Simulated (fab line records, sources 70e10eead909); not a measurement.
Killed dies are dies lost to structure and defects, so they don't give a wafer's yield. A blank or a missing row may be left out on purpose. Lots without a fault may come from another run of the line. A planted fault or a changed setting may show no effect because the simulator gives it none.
Which tool did it? | flow nand_harc | 15 lots, 45 wafers sampled, at 4 steps of a route of 1302

WHAT THE GAUGES READ, wafer by wafer
NHARC_P_M1_CD_MEAS_09: target cd 130 nm. Usual: cd_nm 130.2 nm, standard deviation 0.67.
lot  | measured     | on        | cd_nm (nm)                          | flag
L754 | day 6 05:31  | cd_sem-01 | 129.9 130.3 130.1                   |
L755 | day 6 17:34  | cd_sem-03 | 129.5 129.8 129.5                   |
L756 | day 7 03:13  | cd_sem-03 | 130.0 130.2 130.7                   |
L757 | day 7 16:10  | cd_sem-01 | 130.6 130.7 129.7                   |
L758 | day 7 20:09  | cd_sem-03 | 131.2 130.8 130.5                   |
L759 | day 8 12:11  | cd_sem-01 | 129.9 129.4 129.6                   |
L760 | day 8 13:13  | cd_sem-01 | 130.5 130.8 130.0                   |
L761 | day 9 04:53  | cd_sem-02 | 129.8 129.4 129.9                   |
L763 | day 9 21:30  | cd_sem-03 | 129.6 130.2 129.5                   |
L764 | day 10 04:42 | cd_sem-02 | 129.7 130.2 129.3                   |
L765 | day 10 22:29 | cd_sem-03 | 130.9 129.5 130.3                   |
L772 | day 13 15:34 | cd_sem-01 | 147.6 147.7 146.8 147.3 147.8 147.1 | OFF
L771 | day 13 22:29 | cd_sem-02 | 143.6 144.0 144.2 143.8 144.0 144.2 | OFF
L774 | day 14 14:31 | cd_sem-03 | 142.5 141.9 143.2 142.9 142.0 142.9 | OFF
L777 | day 15 17:05 | cd_sem-03 | 128.6 128.4 128.8                   |

WHICH TOOL RAN EACH LOT (tool, then ch and the chambers of the sampled wafers, then the start)
lot  | NHARC_P_M0_PRE_CLEAN_29                 | NHARC_P_M0_DEP_32               | NHARC_P_M1_EXPOSE_06
L754 | pvd_sputter-01, day 6 04:16 or earlier  | pecvd-02 ch 0,1, day 6 04:16    | arfi_scanner-02 ch 0, day 6 05:22
L755 | pvd_sputter-02, day 6 16:23 or earlier  | pecvd-02 ch 0,2, day 6 16:23    | arfi_scanner-03 ch 0, day 6 17:26
L756 | pvd_sputter-01, day 7 02:05 or earlier  | pecvd-04 ch 0,1,2, day 7 02:05  | arfi_scanner-03 ch 0, day 7 03:04
L757 | pvd_sputter-02, day 7 14:59 or earlier  | pecvd-02 ch 1,2, day 7 14:59    | arfi_scanner-02 ch 0, day 7 16:01
L758 | pvd_sputter-03, day 7 19:01 or earlier  | pecvd-02 ch 0,2, day 7 19:01    | arfi_scanner-02 ch 0, day 7 20:01
L759 | pvd_sputter-01, day 8 11:02 or earlier  | pecvd-02 ch 0,1, day 8 11:02    | arfi_scanner-01 ch 0, day 8 12:03
L760 | pvd_sputter-01, day 8 12:07 or earlier  | pecvd-02 ch 1,2, day 8 12:07    | arfi_scanner-01 ch 0, day 8 13:04
L761 | pvd_sputter-02, day 9 03:47 or earlier  | pecvd-04 ch 0,1, day 9 03:47    | arfi_scanner-01 ch 0, day 9 04:45
L763 | pvd_sputter-01, day 9 20:16 or earlier  | pecvd-01 ch 0,2, day 9 20:16    | arfi_scanner-02 ch 0, day 9 21:22
L764 | pvd_sputter-02, day 10 03:35 or earlier | pecvd-02 ch 0,1,2, day 10 03:35 | arfi_scanner-02 ch 0, day 10 04:34
L765 | pvd_sputter-03, day 10 21:17 or earlier | pecvd-04 ch 0,1, day 10 21:17   | arfi_scanner-01 ch 0, day 10 22:21
L772 | pvd_sputter-03, day 13 14:32 or earlier | pecvd-01 ch 1,2, day 13 14:32   | arfi_scanner-01 ch 0, day 13 15:26
L771 | pvd_sputter-01, day 13 21:24 or earlier | pecvd-02 ch 0,1, day 13 21:24   | arfi_scanner-01 ch 0, day 13 22:21
L774 | pvd_sputter-02, day 14 13:15 or earlier | pecvd-02 ch 0,1, day 14 13:15   | arfi_scanner-01 ch 0, day 14 14:23
L777 | pvd_sputter-02, day 15 15:44 or earlier | pecvd-02 ch 0,1,2, day 15 15:44 | arfi_scanner-02 ch 0, day 15 16:58
- NHARC_P_M0_PRE_CLEAN_29: time 30 s.
- NHARC_P_M0_DEP_32: deposits SiCN, target thk 30 nm.
- NHARC_P_M1_EXPOSE_06: exposes mask P M1, target cd 130 nm.

WHAT THE TOOLS THEMSELVES READ (means of the sampled wafers that have a number; where no wafer has one, the mark that the record gives instead)
NHARC_P_M0_PRE_CLEAN_29. Usual: heater_power_w 401 W, standard deviation 32.
lot  | tool           | heater_power_w (W) | flag
L754 | pvd_sputter-01 | 376                |
L755 | pvd_sputter-02 | 395                |
L756 | pvd_sputter-01 | 374                |
L757 | pvd_sputter-02 | 420                |
L758 | pvd_sputter-03 | 427                |
L759 | pvd_sputter-01 | 417                |
L760 | pvd_sputter-01 | 393                |
L761 | pvd_sputter-02 | 397                |
L763 | pvd_sputter-01 | 372                |
L764 | pvd_sputter-02 | 379                |
L765 | pvd_sputter-03 | 401                |
L772 | pvd_sputter-03 | 399                |
L771 | pvd_sputter-01 | 412                |
L774 | pvd_sputter-02 | 422                |
L777 | pvd_sputter-02 | 389                |

NHARC_P_M0_DEP_32. Usual: heater_power_w 584 W, standard deviation 68.
lot  | tool     | heater_power_w (W) | flag
L754 | pecvd-02 | 563                |
L755 | pecvd-02 | 550                |
L756 | pecvd-04 | 619                |
L757 | pecvd-02 | 581                |
L758 | pecvd-02 | 582                |
L759 | pecvd-02 | 566                |
L760 | pecvd-02 | 532                |
L761 | pecvd-04 | 656                |
L763 | pecvd-01 | 647                |
L764 | pecvd-02 | 586                |
L765 | pecvd-04 | 663                |
L772 | pecvd-01 | 510                |
L771 | pecvd-02 | 615                |
L774 | pecvd-02 | 557                |
L777 | pecvd-02 | 605                |

NHARC_P_M1_EXPOSE_06. Usual: exposure_dose_mJ_cm2 81.78, standard deviation 0.082; focus_offset_nm 0.0 nm, standard deviation 0.49.
lot  | tool            | exposure_dose_mJ_cm2 | focus_offset_nm (nm) | flag
L754 | arfi_scanner-02 | 81.86                | -0.9                 |
L755 | arfi_scanner-03 | 81.77                | -0.3                 |
L756 | arfi_scanner-03 | 81.80                | 0.2                  |
L757 | arfi_scanner-02 | 81.84                | -0.1                 |
L758 | arfi_scanner-02 | 81.76                | 0.1                  |
L759 | arfi_scanner-01 | 81.78                | 0.2                  |
L760 | arfi_scanner-01 | 81.79                | -0.2                 |
L761 | arfi_scanner-01 | 81.66                | 0.1                  |
L763 | arfi_scanner-02 | 81.83                | 0.1                  |
L764 | arfi_scanner-02 | 81.79                | -0.2                 |
L765 | arfi_scanner-01 | 81.78                | 0.5                  |
L772 | arfi_scanner-01 | 107.83               | 0.0                  | OFF
L771 | arfi_scanner-01 | 102.56               | -0.3                 | OFF
L774 | arfi_scanner-01 | 99.72                | 0.0                  | OFF
L777 | arfi_scanner-02 | 81.79                | 0.4                  |

THE ANSWER, worked out from the rows above alone
Rule: a lot is off if the mean of its wafers that have a number lies more than 3 standard deviations from the usual mean. A lot without any number at a reading at which 4 lots or more have one is off too. The other lots that the step has rows for count as sound. The gauges are gone through in route order, then the tools' own readings, and for those a lot's mean is taken as printed above. The first step at which some lot is off is used, and at that step the reading that is off furthest; a lot without a number counts as furthest.
Off: L772, L771, L774, at NHARC_P_M1_CD_MEAS_09 (cd_nm).
A tool fits if, at a process step before that reading, it ran every lot that is off, and no sound lot after the first of them. The gauges at NHARC_P_M1_CD_MEAS_09 aren't tried: what is off there is off at NHARC_P_M1_EXPOSE_06 too, on other tools, and a gauge's error can't cause that. NHARC_P_M0_PRE_CLEAN_29 gives no start for some lots, so the hours and the order of its lots are those of NHARC_P_M0_DEP_32. One fits: arfi_scanner-01 at NHARC_P_M1_EXPOSE_06. Its last sound lot is L765 (day 10 22:21), its first lot that is off L772 (day 13 15:26): a fault that began between those two fits.
The tool's own readings at NHARC_P_M1_EXPOSE_06 bear it out: on the lots that are off they differ by more than 5 times the standard deviation of the sound lots' means. exposure_dose_mJ_cm2 reads 103.37 there against 81.79 on the sound lots.

WHAT THE SIMULATOR HAD PUT IN
Process parameter drift: arfi_scanner-01, from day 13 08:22 on, at NHARC_P_M1_EXPOSE_06. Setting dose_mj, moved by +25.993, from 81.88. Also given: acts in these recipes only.
Lots struck among those shown: L772, L771, L774. The rule above found the same.
